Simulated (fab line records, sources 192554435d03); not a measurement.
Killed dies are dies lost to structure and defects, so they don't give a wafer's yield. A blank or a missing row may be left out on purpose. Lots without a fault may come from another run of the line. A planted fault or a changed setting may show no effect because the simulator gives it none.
fab line records | flow n5_finfet
record lots=24 wafers=72 last_day=19
route steps=1938 shown GATE_CUT@490 MOL_CONTACT_COAG@526
lots that met no fault: from a run of the same line without faults
start_h: hours from the record's first day to the start of the lot's first wafer shown | wait_h: hours since the lot's step before | " the same as in the row above | L1.1+2: a row that stands for several wafers | - no value, or no start given | * or withheld: withheld | < > ~ a bound
route shown NAME@n: a module of which the file shows steps, and the number in the route of the first | usual: mean/standard deviation of fault-free wafers | same: alike in all rows | chamber/n: place in a boat | sites: the reading at each site | _std_site: their standard deviation | _edge_site: outer sites' mean less inner sites' | radius_mm: how far each site lies from the wafer's centre | mask NAME#n: copy n | behind: the tool/chamber that last shaped the wafer | hold: why the lot was held/for how many hours/how that ended | device: the transistor (n, p or np) that didn't switch | end of line: the same wafers' tests at the end of the route | a step without rows: its recipe alone | killed: dies lost to structure and defects at the first sort, not the wafer's yield | map: a wafer's dies, x killed, . not, _ none there
set.NAME: the setting as run; set.NAME@STEP: as run at that earlier step | model.NAME: the simulator's own value behind a step, which no gauge read
steps of the route over a sample of lots; a table a step, a row a wafer
services: from which hour (start_h, from the record's first day; less than 0 if before it) a tool's chamber was out of use, for how many hours, and why
## steps
# step N5_GATE_CUT_DESCUM_18
# recipe chemistry=O2 time_s=7 source_power_w=50 bias_power_w=20 pressure_mtorr=20 rf_frequency_hz=2.712e+07 temp_c=40 resist=CAR-EUV o2_flow_sccm=225
# usual drypump_motor_current_A=5.5/0.48 oes_product_au=0.79/0.062 rf_vpp_V=243.5/1.1 showerhead_plenum_p_Torr=2.12/0.055 throttle_valve_pct=20.45/0.16
# columns lot.wafer tool chamber start_h wait_h drypump_motor_current_A oes_product_au rf_hours_counter_h rf_vpp_V showerhead_plenum_p_Torr throttle_valve_pct
L074.1 rie_diel-06 3 86.90 0.2 6.2 0.69 235 242.1 2.05 20.50
L074.2 " 1 " " 5.5 0.77 145 244.8 2.19 20.60
L074.3 " 0 " " 4.9 0.70 202 243.4 2.07 20.09
L075.1 rie_diel-06 3 92.16 0.0 6.3 0.69 236 241.9 2.05 20.50
L075.2 " 1 " " 5.6 0.77 147 244.7 2.19 20.61
L075.5 " 1 " " 5.5 0.77 - 244.4 2.19 20.62
L076.1 rie_diel-02 0 99.67 0.0 5.3 0.73 181 242.3 2.09 20.65
L076.2 " 2 " " 6.4 0.70 242 242.9 2.16 20.65
L076.5 " 0 " " 5.3 0.73 - 241.6 2.09 20.64
L077.1 rie_diel-02 3 103.23 0.0 5.0 0.77 146 244.0 2.19 20.29
L077.2 " 2 " " 6.3 0.70 243 245.1 2.16 20.65
L077.5 " 1 " " 5.7 0.81 - 243.6 2.10 20.31
L078.1 rie_diel-02 0 110.74 0.1 5.3 0.73 184 242.7 2.09 20.66
L078.3 " 1 " " 5.7 0.80 121 245.8 2.10 20.32
L078.6 " 2 " " 6.4 0.70 - 245.0 2.16 20.66
L079.2 rie_diel-04 0 113.14 0.0 5.1 0.83 70 243.3 2.11 20.30
L079.3 " 3 " " 5.3 0.87 37 244.1 2.16 20.48
L079.6 " 1 " " 6.1 0.77 - 244.8 2.20 20.40
L080.1 rie_diel-04 3 122.07 0.0 5.3 0.85 40 244.0 2.15 20.49
L080.2 " 2 " " 5.0 0.88 52 242.8 2.04 20.50
L080.6 " 2 " " 5.0 0.88 - 243.8 2.04 20.50
L081.2 rie_diel-04 3 128.07 0.0 5.3 0.86 41 244.5 2.15 20.49
L081.5 " 0 " " 5.1 0.82 - 243.2 2.11 20.32
L081.6 " 1 " " 6.1 0.76 - 245.0 2.20 20.43
L082.1 rie_diel-02 1 134.25 0.3 5.7 0.80 128 241.8 2.10 20.33
L082.2 " 0 " " 5.3 0.73 191 241.7 2.08 20.66
L082.5 " 1 " " 5.7 0.80 - 243.5 2.10 20.32
L083.1 rie_diel-04 0 138.01 0.2 5.1 0.81 79 244.1 2.10 20.31
L083.4 " 1 " " 6.1 0.76 - 244.7 2.20 20.40
L083.6 " 0 " " 5.1 0.81 - 243.8 2.11 20.31
L084.4 rie_diel-04 0 144.88 0.0 5.1 0.81 - 242.7 2.10 20.31
L084.5 " 2 " " 5.0 0.89 - 242.4 2.04 20.49
L084.6 " 1 " " 6.1 0.76 - 244.5 2.20 20.42
L085.2 rie_diel-02 3 149.81 0.1 5.0 0.76 160 246.3 2.19 20.28
L085.4 " 1 " " 5.7 0.79 - 244.2 2.09 20.32
L085.5 " 0 " " 5.3 0.72 - 243.1 2.08 20.66
L086.1 rie_diel-04 1 160.39 0.0 6.1 0.76 159 242.8 2.20 20.43
L086.2 " 2 " " 5.0 0.87 65 242.7 2.04 20.48
L086.6 " 1 " " 6.1 0.76 - 243.3 2.20 20.43
L087.4 rie_diel-02 1 165.77 0.2 5.7 0.79 138 243.2 2.09 20.32
L087.5 " 0 " " 5.3 0.72 - 241.8 2.08 20.66
L087.6 " 1 " " 5.7 0.79 - 243.5 2.09 20.33
L088.1 rie_diel-02 3 169.93 0.0 4.9 0.75 165 244.4 2.18 20.30
L088.3 " 2 " " 6.3 0.98 4 242.6 2.15 20.38
L088.5 " 0 " " 5.3 0.72 - 242.3 2.08 20.70
L089.1 rie_diel-04 0 174.62 0.0 5.1 0.80 91 241.9 2.10 20.34
L089.5 " 0 " " 5.1 0.80 - 243.9 2.10 20.34
L089.6 " 1 " " 6.1 0.75 - 244.0 2.19 20.43
L090.1 rie_diel-04 1 180.43 0.0 6.1 0.75 165 244.9 2.19 20.44
L090.2 " 0 " " 5.1 0.80 92 243.8 2.10 20.33
L090.5 " 3 " " 5.3 0.84 - 242.2 2.15 20.50
L091.2 rie_diel-06 3 185.97 0.0 6.3 0.96 5 242.8 2.05 20.20
L091.3 " 1 " " 5.5 0.75 175 243.6 2.18 20.66
L091.4 " 2 " " 5.7 0.76 162 242.0 2.10 20.84
L092.1 rie_diel-06 0 194.22 0.0 4.9 0.69 234 242.9 2.06 20.15
L092.2 " 3 " " 6.3 0.94 7 242.7 2.05 20.21
L092.6 " 3 " " 6.3 0.94 - 243.3 2.05 20.22
L093.3 rie_diel-04 3 204.89 0.0 5.3 0.84 58 243.5 2.15 20.52
L093.5 " 0 " " 5.1 0.81 - 242.6 2.10 20.33
L093.6 " 1 " " 6.1 0.73 - 244.8 2.19 20.45
L094.1 rie_diel-04 0 206.39 0.0 5.1 0.80 99 244.5 2.10 20.34
L094.4 " 1 " " 6.1 0.74 173 243.1 2.19 20.44
L094.5 " 3 " " 5.3 0.85 - 242.3 2.15 20.52
L095.2 rie_diel-04 1 217.43 0.1 6.1 0.74 177 244.1 2.19 20.45
L095.3 " 2 " " 5.0 0.84 83 242.0 2.03 20.54
L095.6 " 1 " " 6.1 0.74 - 244.6 2.19 20.46
L096.2 rie_diel-04 2 218.31 0.0 5.0 0.84 84 242.2 2.03 20.54
L096.5 " 0 " " 5.1 0.80 - 243.2 2.10 20.34
L096.6 " 3 " " 5.3 0.84 - 242.8 2.15 20.50
L097.1 rie_diel-04 3 224.89 0.0 5.3 0.83 66 244.4 2.15 20.53
L097.3 " 0 " " 5.1 0.78 106 243.0 2.10 20.36
L097.6 " 1 " " 6.1 0.74 - 245.3 2.19 20.45
# step N5_GATE_CUT_VAPOR_ETCH_51
# recipe chemistry=BCl3/Cl2 target=HfO2 mode=isotropic
# usual drypump_motor_current_A=6.03/0.28 oes_product_au=0.78/0.13
# columns lot.wafer tool chamber start_h wait_h drypump_motor_current_A oes_product_au
L074.1 rie_metal-01 0 87.53 0.0 5.94 0.61
L074.2 " 1 " " 6.36 0.74
L074.3 " 1 " " 6.39 0.74
L075.1 rie_metal-02 0 92.79 0.0 5.60 0.96
L075.2 " 1 " " 6.29 0.68
L075.5 " 1 " " 6.28 0.68
L076.1 rie_metal-02 1 100.31 0.0 6.29 0.69
L076.2 " 0 " " 5.65 0.98
L076.5 " 1 " " 6.25 0.69
L077.1 rie_metal-01 0 103.87 0.0 5.95 0.60
L077.2 " 1 " " 6.41 0.74
L077.5 " 1 " " 6.42 0.74
L078.1 rie_metal-02 0 111.37 0.0 5.60 0.96
L078.3 " 1 " " 6.26 0.68
L078.6 " 1 " " 6.25 0.68
L079.2 rie_metal-02 1 114.03 0.1 6.27 0.67
L079.3 " 1 " " 6.29 0.68
L079.6 " 1 " " 6.30 0.67
L080.1 rie_metal-02 1 122.70 0.0 6.28 0.68
L080.2 " 0 " " 5.63 0.95
L080.6 " 1 " " 6.29 0.68
L081.2 rie_metal-01 1 128.70 0.0 6.40 0.72
L081.5 " 0 " " 5.93 0.60
L081.6 " 1 " " 6.41 0.73
L082.1 rie_metal-03 1 134.88 0.0 5.96 0.58
L082.2 " 0 " " 5.88 0.86
L082.5 " 0 " " 5.86 0.86
L083.1 rie_metal-02 0 138.64 0.0 5.60 0.94
L083.4 " 1 " " 6.28 0.67
L083.6 " 1 " " 6.27 0.68
L084.4 rie_metal-03 0 145.50 0.0 5.83 0.86
L084.5 " 1 " " 5.95 0.58
L084.6 " 0 " " 5.85 0.86
L085.2 rie_metal-02 1 150.44 0.0 6.28 0.67
L085.4 " 1 " " 6.29 0.67
L085.5 " 1 " " 6.27 0.67
L086.1 rie_metal-03 1 161.02 0.0 5.98 0.58
L086.2 " 0 " " 5.84 0.85
L086.6 " 0 " " 5.84 0.86
L087.4 rie_metal-01 1 166.67 0.1 6.40 0.72
L087.5 " 1 " " 6.40 0.72
L087.6 " 1 " " 6.38 0.72
L088.1 rie_metal-02 0 170.56 0.0 5.63 0.93
L088.3 " 0 " " 5.58 0.93
L088.5 " 0 " " 5.66 0.93
L089.1 rie_metal-02 0 175.33 0.0 5.64 0.92
L089.5 " 1 " " 6.29 0.67
L089.6 " 0 " " 5.66 0.92
L090.1 rie_metal-02 1 181.06 0.0 6.32 0.66
L090.2 " 0 " " 5.64 0.92
L090.5 " 1 " " 6.28 0.66
L091.2 rie_metal-01 0 186.61 0.0 5.94 1.00
L091.3 " 1 " " 6.39 0.71
L091.4 " 0 " " 5.96 0.99
L092.1 rie_metal-03 1 194.85 0.0 5.95 0.95
L092.2 " 0 " " 5.84 0.83
L092.6 " 1 " " 5.94 0.95
L093.3 rie_metal-01 0 205.53 0.0 5.95 0.97
L093.5 " 0 " " 5.95 0.98
L093.6 " 1 " " 6.41 0.71
L094.1 rie_metal-01 1 207.03 0.0 6.39 0.71
L094.4 " 1 " " 6.39 0.71
L094.5 " 1 " " 6.39 0.71
L095.2 rie_metal-02 1 218.06 0.0 6.24 0.66
L095.3 " 0 " " 5.62 0.91
L095.6 " 1 " " 6.26 0.67
L096.2 rie_metal-03 1 218.94 0.0 5.97 0.93
L096.5 " 1 " " 5.90 0.92
L096.6 " 0 " " 5.87 0.82
L097.1 rie_metal-03 1 225.52 0.0 5.93 0.93
L097.3 " 1 " " 5.96 0.92
L097.6 " 0 " " 5.85 0.82
# step N5_MOL_CONTACT_COAG_CD_MEAS_08
# recipe target_cd_nm=28 landing_energy_ev=500 detector=se_inlens polarity=opening
# usual cd_nm=28.01/0.25
# columns lot.wafer tool chamber start_h wait_h cd_nm
L074.1 cd_sem-03 0 90.68 - 27.59
L074.2 " 0 " " 28.61
L074.3 " 0 " " 27.78
L075.1 cd_sem-02 0 95.82 - 28.08
L075.2 " 0 " " 27.79
L075.5 " 0 " " 28.00
L076.1 cd_sem-01 0 103.41 - 28.38
L076.2 " 0 " " 28.03
L076.5 " 0 " " 28.40
L077.1 cd_sem-03 0 106.97 - 28.35
L077.2 " 0 " " 27.80
L077.5 " 0 " " 28.13
L078.1 cd_sem-02 0 114.68 - 27.74
L078.3 " 0 " " 27.79
L078.6 " 0 " " 27.80
L079.2 cd_sem-02 0 117.47 - 27.96
L079.3 " 0 " " 28.15
L079.6 " 0 " " 28.25
L080.1 cd_sem-03 0 125.97 - 28.17
L080.2 " 0 " " 27.71
L080.6 " 0 " " 27.86
L081.2 cd_sem-02 0 131.74 - 28.19
L081.5 " 0 " " 28.14
L081.6 " 0 " " 28.08
L082.1 cd_sem-03 0 137.91 - 28.09
L082.2 " 0 " " 28.37
L082.5 " 0 " " 28.60
L083.1 cd_sem-03 0 141.79 - 28.21
L083.4 " 0 " " 28.03
L083.6 " 0 " " 27.79
L084.4 cd_sem-01 0 148.70 - 27.97
L084.5 " 0 " " 28.26
L084.6 " 0 " " 28.26
L085.2 cd_sem-01 0 153.48 - 27.54
L085.4 " 0 " " 28.01
L085.5 " 0 " " 27.63
L086.1 cd_sem-03 0 164.17 - 27.61
L086.2 " 0 " " 27.66
L086.6 " 0 " " 28.06
L087.4 cd_sem-02 0 169.70 - 28.20
L087.5 " 0 " " 28.18
L087.6 " 0 " " 27.84
L088.1 cd_sem-01 0 173.59 - 27.74
L088.3 " 0 " " 28.09
L088.5 " 0 " " 28.24
L089.1 cd_sem-02 0 178.50 - 28.10
L089.5 " 0 " " 28.20
L089.6 " 0 " " 28.17
L090.1 cd_sem-02 0 184.09 - 27.86
L090.2 " 0 " " 27.91
L090.5 " 0 " " 28.27
L091.2 cd_sem-03 0 190.08 - 27.82
L091.3 " 0 " " 27.54
L091.4 " 0 " " 27.84
L092.1 cd_sem-02 0 197.90 - 28.36
L092.2 " 0 " " 27.75
L092.6 " 0 " " 27.96
L093.3 cd_sem-03 0 208.55 - 28.00
L093.5 " 0 " " 28.11
L093.6 " 0 " " 28.13
L094.1 cd_sem-02 0 210.05 - 28.39
L094.4 " 0 " " 28.10
L094.5 " 0 " " 27.66
L095.2 cd_sem-03 0 221.36 - 28.05
L095.3 " 0 " " 27.80
L095.6 " 0 " " 27.90
L096.2 cd_sem-03 0 222.21 - 28.00
L096.5 " 0 " " 28.25
L096.6 " 0 " " 28.18
L097.1 cd_sem-01 0 229.41 - 27.87
L097.3 " 0 " " 27.75
L097.6 " 0 " " 27.80
# step N5_MOL_CONTACT_COAG_ETCH_15
# recipe chemistry=CH3F/O2 target=SiNx target_depth_a=70 mask_material=SOC stop_on=Si:P over_etch_frac=0.75 ion_energy_ev=120 pressure_mtorr=30 source_w=395 bias_w=73 Ar_flow_sccm=150 CH3F_flow_sccm=30 O2_flow_sccm=20
# usual drypump_motor_current_A=5.7/0.39 oes_ar_750_au=0.78/0.095 oes_product_au=0.58/0.07 rf_vpp_V=298/6.3 showerhead_plenum_p_Torr=2.02/0.075 throttle_valve_pct=16.37/0.26
# columns lot.wafer tool chamber start_h wait_h drypump_motor_current_A oes_ar_750_au oes_product_au rf_hours_counter_h rf_vpp_V showerhead_plenum_p_Torr throttle_valve_pct
L074.1 rie_diel-03 0 91.03 0.0 6.2 0.72 0.53 162 302 2.08 16.50
L074.2 " 2 " " 5.2 0.71 0.52 210 295 2.00 16.65
L074.3 " 1 " " 6.1 0.70 0.51 240 295 1.98 16.17
L075.1 rie_diel-03 1 96.35 0.0 6.1 0.70 0.51 244 296 1.97 16.19
L075.2 " 2 " " 5.2 0.71 0.52 213 295 2.00 16.68
L075.5 " 0 " " 6.1 0.71 0.53 - 300 2.08 16.51
L076.1 rie_diel-01 3 103.76 0.0 5.7 0.70 0.51 239 287 1.90 16.96
L076.2 " 0 " " 5.1 0.81 0.61 71 303 2.10 16.20
L076.5 " 1 " " 6.1 0.94 0.68 - 306 2.05 16.06
L077.1 rie_diel-01 3 107.31 0.0 5.7 0.70 0.51 240 287 1.89 16.98
L077.2 " 0 " " 5.1 0.80 0.60 73 302 2.10 16.21
L077.5 " 1 " " 6.1 0.95 0.69 - 306 2.05 16.04
L078.1 rie_diel-03 2 115.06 0.0 5.2 0.71 0.51 221 295 1.99 16.68
L078.3 " 1 " " 6.1 0.70 0.50 251 294 1.97 16.20
L078.6 " 0 " " 6.2 0.71 0.53 - 301 2.08 16.52
L079.2 rie_diel-01 2 117.89 0.0 5.5 0.91 0.68 18 304 2.04 16.05
L079.3 " 1 " " 6.1 0.93 0.68 14 306 2.05 16.05
L079.6 " 0 " " 5.1 0.80 0.60 - 302 2.10 16.20
L080.1 rie_diel-05 3 126.75 0.0 6.1 0.74 0.53 192 288 1.89 16.29
L080.2 " 0 " " 6.1 0.71 0.51 226 287 1.90 16.32
L080.6 " 0 " " 6.1 0.72 0.51 - 288 1.90 16.31
L081.2 rie_diel-01 3 132.13 0.0 5.7 0.69 0.51 249 288 1.89 16.98
L081.5 " 3 " " 5.7 0.69 0.51 - 287 1.89 16.99
L081.6 " 0 " " 5.2 0.79 0.59 - 303 2.10 16.23
L082.1 rie_diel-05 0 138.32 0.0 6.1 0.70 0.52 230 287 1.89 16.31
L082.2 " 2 " " 6.1 0.74 0.55 165 304 2.08 16.55
L082.5 " 0 " " 6.1 0.71 0.51 - 287 1.89 16.33
L083.1 rie_diel-01 0 142.13 0.0 5.2 0.79 0.59 84 303 2.10 16.23
L083.4 " 0 " " 5.1 0.79 0.59 - 301 2.10 16.22
L083.6 " 2 " " 5.5 0.89 0.66 - 305 2.03 16.07
L084.4 rie_diel-01 0 149.65 0.0 5.2 0.78 0.59 - 302 2.09 16.22
L084.5 " 2 " " 5.6 0.89 0.66 - 304 2.03 16.07
L084.6 " 1 " " 6.1 0.91 0.66 - 307 2.05 16.09
L085.2 rie_diel-01 3 155.09 0.0 5.7 0.97 0.71 1 293 2.14 16.51
L085.4 " 1 " " 6.1 0.91 0.66 30 307 2.05 16.07
L085.5 " 3 " " 5.7 0.97 0.72 - 295 2.14 16.53
L086.1 rie_diel-01 1 164.51 0.0 6.1 0.89 0.64 34 305 2.05 16.09
L086.2 " 3 " " 5.7 0.94 0.69 6 292 2.14 16.54
L086.6 " 0 " " 5.1 0.78 0.59 - 303 2.09 16.26
L087.4 rie_diel-03 1 170.07 0.0 6.1 0.67 0.50 - 294 1.96 16.26
L087.5 " 0 " " 6.2 0.69 0.51 - 301 2.07 16.57
L087.6 " 2 " " 5.2 0.68 0.51 - 296 1.98 16.74
L088.1 rie_diel-03 0 173.93 0.0 6.2 0.68 0.51 203 300 2.07 16.59
L088.3 " 2 " " 5.2 0.69 0.50 251 295 1.98 16.75
L088.5 " 0 " " 6.2 0.69 0.51 - 302 2.07 16.58
L089.1 rie_diel-01 2 178.84 0.0 5.6 0.86 0.64 43 302 2.03 16.10
L089.5 " 3 " " 5.7 0.93 0.68 - 293 2.14 16.53
L089.6 " 2 " " 5.6 0.87 0.65 - 304 2.03 16.10
L090.1 rie_diel-05 0 184.71 0.0 6.1 0.70 0.51 238 288 1.89 16.35
L090.2 " 2 " " 6.1 0.74 0.54 174 303 2.08 16.57
L090.5 " 2 " " 6.1 0.74 0.54 - 303 2.08 16.57
L091.2 rie_diel-01 2 190.74 0.0 5.5 0.85 0.64 48 303 2.03 16.11
L091.3 " 0 " " 5.2 0.77 0.58 105 300 2.09 16.27
L091.4 " 1 " " 6.1 0.88 0.64 43 305 2.04 16.09
L092.1 rie_diel-01 2 198.31 0.0 5.5 0.85 0.64 50 305 2.03 16.12
L092.2 " 1 " " 6.1 0.88 0.63 46 303 2.04 16.10
L092.6 " 0 " " 5.1 0.76 0.57 - 301 2.09 16.28
L093.3 rie_diel-03 0 208.89 0.0 6.2 0.68 0.50 216 300 2.06 16.61
L093.5 " 1 " " 6.1 1.01 0.74 - 294 1.96 15.69
L093.6 " 0 " " 6.2 0.68 0.51 - 300 2.06 16.61
L094.1 rie_diel-05 3 210.88 0.0 6.1 0.72 0.53 213 286 1.89 16.33
L094.4 " 0 " " 6.1 0.70 0.50 247 288 1.89 16.34
L094.5 " 2 " " 6.1 0.73 0.54 - 303 2.07 16.59
L095.2 rie_diel-01 0 221.93 0.0 5.1 0.75 0.57 115 302 2.09 16.28
L095.3 " 1 " " 6.1 0.86 0.63 52 305 2.04 16.12
L095.6 " 1 " " 6.1 0.87 0.63 - 305 2.04 16.11
L096.2 rie_diel-05 2 222.55 0.0 6.2 0.72 0.54 189 305 2.07 16.62
L096.5 " 1 " " 5.5 0.67 0.50 - 291 1.96 16.56
L096.6 " 3 " " 6.1 0.72 0.52 - 287 1.89 16.34
L097.1 rie_diel-01 0 229.76 0.0 5.1 0.76 0.57 118 302 2.09 16.29
L097.3 " 2 " " 5.5 0.84 0.62 61 304 2.02 16.14
L097.6 " 2 " " 5.5 0.84 0.62 - 303 2.02 16.13
# step N5_MOL_CONTACT_COAG_SIL_ANNEAL_21
# recipe temp_c=550 time_s=60 ambient=N2
# usual lamp_power_pct=7.0/0.65 lamp_zone_1_pct=7.0/0.65 wafer_temp_C_max=551.8/0.39
# columns lot.wafer tool chamber start_h wait_h lamp_power_pct lamp_zone_1_pct wafer_temp_C_max
L074.1 rtp_anneal-02 0 92.37 0.3 7.8 7.7 552.7
L074.2 " 0 " " 7.7 7.7 551.7
L074.3 " 0 " " 7.7 7.8 551.9
L075.1 rtp_anneal-02 0 98.00 0.2 7.8 7.8 551.7
L075.2 " 0 " " 7.7 7.8 551.5
L075.5 " 0 " " 7.8 7.8 551.7
L076.1 rtp_anneal-02 0 106.04 0.3 7.8 7.8 551.9
L076.2 " 0 " " 7.7 7.7 551.9
L076.5 " 0 " " 7.8 7.7 552.1
L077.1 rtp_anneal-01 0 109.20 0.2 6.4 6.4 551.7
L077.2 " 0 " " 6.4 6.4 551.1
L077.5 " 0 " " 6.4 6.4 551.8
L078.1 rtp_anneal-01 0 117.27 0.2 6.5 6.4 552.1
L078.3 " 0 " " 6.4 6.4 552.1
L078.6 " 0 " " 6.4 6.4 551.5
L079.2 rtp_anneal-01 0 119.72 0.8 6.5 6.4 552.4
L079.3 " 0 " " 6.4 6.4 551.6
L079.6 " 0 " " 6.4 6.4 552.2
L080.1 rtp_anneal-01 0 129.22 0.3 6.5 6.4 551.8
L080.2 " 0 " " 6.4 6.4 552.0
L080.6 " 0 " " 6.4 6.5 551.8
L081.2 rtp_anneal-01 0 137.35 0.3 6.4 6.4 551.9
L081.5 " 0 " " 6.4 6.4 552.1
L081.6 " 0 " " 6.5 6.4 552.6
L082.1 rtp_anneal-01 0 139.78 0.4 6.4 6.4 551.8
L082.2 " 0 " " 6.4 6.4 551.2
L082.5 " 0 " " 6.4 6.4 552.0
L083.1 rtp_anneal-01 0 143.56 0.4 6.4 6.4 551.4
L083.4 " 0 " " 6.4 6.4 551.8
L083.6 " 0 " " 6.4 6.4 552.1
L084.4 rtp_anneal-01 0 150.94 0.3 6.4 6.4 552.3
L084.5 " 0 " " 6.4 6.4 551.7
L084.6 " 0 " " 6.4 6.4 551.9
L085.2 rtp_anneal-01 0 156.49 0.4 6.4 6.4 552.1
L085.4 " 0 " " 6.4 6.4 551.6
L085.5 " 0 " " 6.4 6.4 551.8
L086.1 rtp_anneal-01 0 173.50 0.3 6.4 6.4 551.3
L086.2 " 0 " " 6.4 6.5 551.6
L086.6 " 0 " " 6.4 6.4 551.4
L087.4 rtp_anneal-01 0 174.04 0.5 6.4 6.4 551.6
L087.5 " 0 " " 6.4 6.4 552.2
L087.6 " 0 " " 6.5 6.4 551.5
L089.1 rtp_anneal-02 0 182.96 0.3 7.7 7.7 551.6
L089.5 " 0 " " 7.7 7.8 551.9
L089.6 " 0 " " 7.8 7.7 551.8
L088.1 rtp_anneal-02 0 183.14 0.4 7.7 7.8 551.0
L088.3 " 0 " " 7.8 7.8 551.7
L088.5 " 0 " " 7.8 7.8 551.7
L090.1 rtp_anneal-02 0 185.96 0.3 7.8 7.8 551.7
L090.2 " 0 " " 7.7 7.7 551.6
L090.5 " 0 " " 7.8 7.7 551.5
L091.2 rtp_anneal-02 0 192.10 0.4 7.8 7.7 552.2
L091.3 " 0 " " 7.8 7.8 551.4
L091.4 " 0 " " 7.8 7.7 552.0
L092.1 rtp_anneal-02 0 200.86 0.2 7.8 7.8 551.9
L092.2 " 0 " " 7.7 7.8 550.8
L092.6 " 0 " " 7.8 7.7 552.1
L093.3 rtp_anneal-01 0 210.10 0.3 6.4 6.4 551.9
L093.5 " 0 " " 6.4 6.4 551.8
L093.6 " 0 " " 6.4 6.4 552.5
L094.1 rtp_anneal-01 0 212.88 0.2 6.4 6.4 552.5
L094.4 " 0 " " 6.4 6.4 552.3
L094.5 " 0 " " 6.4 6.5 551.9
L095.2 rtp_anneal-02 0 223.30 0.2 7.8 7.8 552.1
L095.3 " 0 " " 7.8 7.8 551.5
L095.6 " 0 " " 7.7 7.7 551.6
L096.2 rtp_anneal-01 0 224.83 0.2 6.5 6.4 552.0
L096.5 " 0 " " 6.5 6.4 551.2
L096.6 " 0 " " 6.4 6.4 551.3
L097.1 rtp_anneal-02 0 231.30 0.2 7.8 7.8 551.3
L097.3 " 0 " " 7.7 7.8 551.1
L097.6 " 0 " " 7.8 7.8 551.8
# step N5_MOL_CONTACT_COAG_OVL_MEAS_85
# recipe points_per_wafer=522
# usual VG_OVL=-0.2/0.56
# columns lot.wafer tool chamber start_h wait_h VG_OVL[nm]
L074.1 overlay-02 0 99.80 0.0 0.8
L074.2 " 0 " " 0.5
L074.3 " 0 " " 0.7
L075.1 overlay-02 0 105.88 0.0 0.3
L075.2 " 0 " " 0.4
L075.5 " 0 " " 0.8
L076.1 overlay-02 0 113.37 0.0 -1.0
L076.2 " 0 " " -0.9
L076.5 " 0 " " -0.9
L077.1 overlay-02 0 117.06 0.0 -0.9
L077.2 " 0 " " 0.0
L077.5 " 0 " " -0.4
L078.1 overlay-01 0 124.18 0.0 -0.8
L078.3 " 0 " " -0.5
L078.6 " 0 " " -0.3
L079.2 overlay-02 0 127.58 0.0 -0.4
L079.3 " 0 " " -0.9
L079.6 " 0 " " 0.1
L080.1 overlay-02 0 135.65 0.0 -0.4
L080.2 " 0 " " -0.2
L080.6 " 0 " " -1.2
L081.2 overlay-01 0 144.35 0.0 -0.5
L081.5 " 0 " " 0.8
L081.6 " 0 " " -0.7
L082.1 overlay-01 0 146.85 0.0 0.0
L082.2 " 0 " " 0.0
L082.5 " 0 " " 0.0
L083.1 overlay-01 0 150.95 0.0 -0.6
L083.4 " 0 " " 0.4
L083.6 " 0 " " 0.5
L084.4 overlay-01 0 157.28 0.0 -0.4
L084.5 " 0 " " -0.6
L084.6 " 0 " " -0.3
L085.2 overlay-01 0 162.48 0.0 -0.8
L085.4 " 0 " " -1.2
L085.5 " 0 " " -0.3
L086.1 overlay-02 0 181.28 0.0 0.2
L086.2 " 0 " " -0.5
L086.6 " 0 " " 0.0
L087.4 overlay-02 0 183.18 0.0 0.7
L087.5 " 0 " " 0.9
L087.6 " 0 " " 0.1
L089.1 overlay-02 0 189.57 0.0 -0.7
L089.5 " 0 " " -0.3
L089.6 " 0 " " -0.4
L088.1 overlay-01 0 189.93 0.0 -0.7
L088.3 " 0 " " 0.1
L088.5 " 0 " " -0.3
L090.1 overlay-02 0 194.27 0.0 0.2
L090.2 " 0 " " -0.5
L090.5 " 0 " " 0.8
L091.2 overlay-02 0 200.66 0.0 0.0
L091.3 " 0 " " 0.1
L091.4 " 0 " " -0.2
L092.1 overlay-01 0 208.68 0.0 1.1
L092.2 " 0 " " 0.1
L092.6 " 0 " " 0.1
L093.3 overlay-02 0 219.65 0.0 0.1
L093.5 " 0 " " -0.2
L093.6 " 0 " " -0.8
L094.1 overlay-01 0 220.25 0.0 0.0
L094.4 " 0 " " 0.3
L094.5 " 0 " " -0.2
L095.2 overlay-01 0 232.18 0.0 0.3
L095.3 " 0 " " 0.1
L095.6 " 0 " " -0.1
L096.2 overlay-01 0 232.81 0.0 -0.1
L096.5 " 0 " " -0.7
L096.6 " 0 " " 0.2
L097.1 overlay-01 0 238.78 0.0 -0.4
L097.3 " 0 " " 0.3
L097.6 " 0 " " 0.2
## services
# columns tool chamber start_h hours kind
rie_diel-01 1 67.45 - clean
rie_diel-01 1 67.45 - consumable_replace:focus_ring
rie_diel-01 1 67.45 16.1 scheduled_down
rie_diel-01 1 67.45 16.1 vent_cycle
rie_diel-04 2 77.28 6.0 repair
rie_diel-01 2 79.65 27.8 repair
rie_metal-01 - 96.00 1.4 pm
rie_metal-03 - 112.60 2.8 pm
rie_metal-02 0 113.13 4.5 repair
rtp_anneal-02 - 118.69 61.9 pm
rie_metal-03 - 129.22 1.4 pm
rie_diel-04 3 133.61 22.5 repair
rie_diel-06 2 136.40 2.6 repair
rie_diel-01 3 137.47 - clean
rie_diel-01 3 137.47 - consumable_replace:focus_ring
rie_diel-01 3 137.47 - consumable_replace:showerhead
rie_diel-05 0 175.21 1.2 repair
rie_diel-06 - 177.84 0.6 repair
rie_metal-01 - 179.36 0.6 repair
rtp_anneal-01 - 180.85 2.4 pm
rie_diel-04 0 185.19 4.0 repair
rie_diel-01 - 216.73 1.2 repair
rie_metal-02 - 221.84 2.8 pm
rie_metal-03 - 230.33 0.4 repair
## key
fault none
